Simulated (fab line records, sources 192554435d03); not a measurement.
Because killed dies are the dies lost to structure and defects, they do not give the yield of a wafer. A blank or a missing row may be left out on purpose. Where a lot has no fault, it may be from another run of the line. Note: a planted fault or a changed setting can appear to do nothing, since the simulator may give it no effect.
Problem report in the 8D (eight disciplines) form, filled by code || flow n5Finfet || the parts of the form that need people (team, actions taken, sign-off) are left out

## 1. PROBLEM STATEMENT
susceptorTempC at N5_MOL_CONTACT_COAG_ALD_20 reads a mean of 409.40 C on 2 wafers of 1 lot; wafers without a fault read 399.98 C with a standard deviation of 0.22. Measured from the usual mean, that is +43 standard deviations.
The step: deposits TiN, target thk 1.5 nm, pulse time 1 s, purge time 3 s.
The first sign was on wafer L139.3 at day 8 13:53, on aldMetal-04. Wafers with a number at this step in the record: 30, from 10 lots. By rule, "out" or "out of limits" means more than 4 standard deviations away from the usual mean. Any other wafer with a number is counted as sound.

## 2. WHAT THIS IS AND IS NOT
{"question": "which readings at this step", "is": "susceptorTempC", "is not": "heaterPowerW, precursorPulseHeightRel"}
{"question": "which lots", "is": "L139", "is not": "L124, L126, L129, L130, L132, L137, L140, L141, L147"}
{"question": "which wafers of those lots", "is": "L139.3, L139.6", "is not": "L139.1"}
{"question": "read on which tools", "is": "aldMetal-04", "is not": "aldMetal-02, aldMetal-03"}
{"question": "when", "is": "from day 8 13:53", "is not": "up to then (19 sound wafers); but 9 sound wafers of L140, L141, L147 came after"}

## 3. THE SUSPECTS, EACH WITH WHAT RULES IT OUT
Counting: any tool at a process step up to the reading remains a suspect provided it ran every lot that is out. Sound lots after the first of them don't rule it out here, since some wafers of a struck lot are sound.
- rieDiel-04 at N5_MOL_CONTACT_COAG_ETCH_59 (etches underlayer in N2/H2, target depth 13 nm, time 10.4 s): kept. L139, the lot that is out, went through it at day 8 11:54; up to then, the latest sound lot through it was L130 at day 6 02:52.
- rieDiel-04 at N5_MOL_CONTACT_COAG_CONTACT_ETCH_14 (etches SiO2 in C4F6/O2, target depth 27.5 nm, overetch 8.5 nm, time 20 s): kept. L139, the lot that is out, went through it at day 8 12:03; up to then, the latest sound lot through it was L130 at day 6 03:01.
- aldMetal-04 at N5_MOL_CONTACT_COAG_ALD_20 (deposits TiN, target thk 1.5 nm, pulse time 1 s, purge time 3 s): kept. L139, the lot that is out, went through it at day 8 13:53; up to then, the latest sound lot through it was L129 at day 6 00:25. Out on those wafers are its own readings of susceptorTempC.
- At N5_MOL_CONTACT_COAG_ALD_20 on aldMetal-04, chamber 1 took the sound wafers of the same lots and chamber 0 took the wafers that are out.
rieDiel-04 at N5_MOL_CONTACT_COAG_ETCH_59, rieDiel-04 at N5_MOL_CONTACT_COAG_CONTACT_ETCH_14 and aldMetal-04 at N5_MOL_CONTACT_COAG_ALD_20 are what is left after counting.

## 4. THE CAUSE (what the simulator had put in)
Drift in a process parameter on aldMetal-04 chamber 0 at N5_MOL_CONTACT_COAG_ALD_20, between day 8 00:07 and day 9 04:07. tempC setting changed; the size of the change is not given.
3 suspects survive the count, and this tool is in that group.

## 5. THE EFFECT CHAIN, in route order
Rows list readings where the struck wafers' mean (over those with a number) sits beyond 3 standard deviations from the usual. Only readings whose record carries a usual standard deviation are examined. hours: median over the lots of the time between each lot's start at the first step of this table that gives one and its start at this step. sigmas: the change, counted in usual standard deviations.
{"hours": 0, "step": "N5_MOL_CONTACT_COAG_ALD_20", "reading": "susceptorTempC", "usual": "399.98 C", "on struck wafers": 409.40, "change": "+9.42", "sigmas": "+43"}
Its process steps:
- N5_MOL_CONTACT_COAG_ALD_20: deposits TiN, target thk 1.5 nm, pulse time 1 s, purge time 3 s.

## 6. WHAT WOULD HAVE CAUGHT IT SOONER
In this record the first reading out of limits was taken at day 8 13:53, 14 hours after the fault began at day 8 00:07.
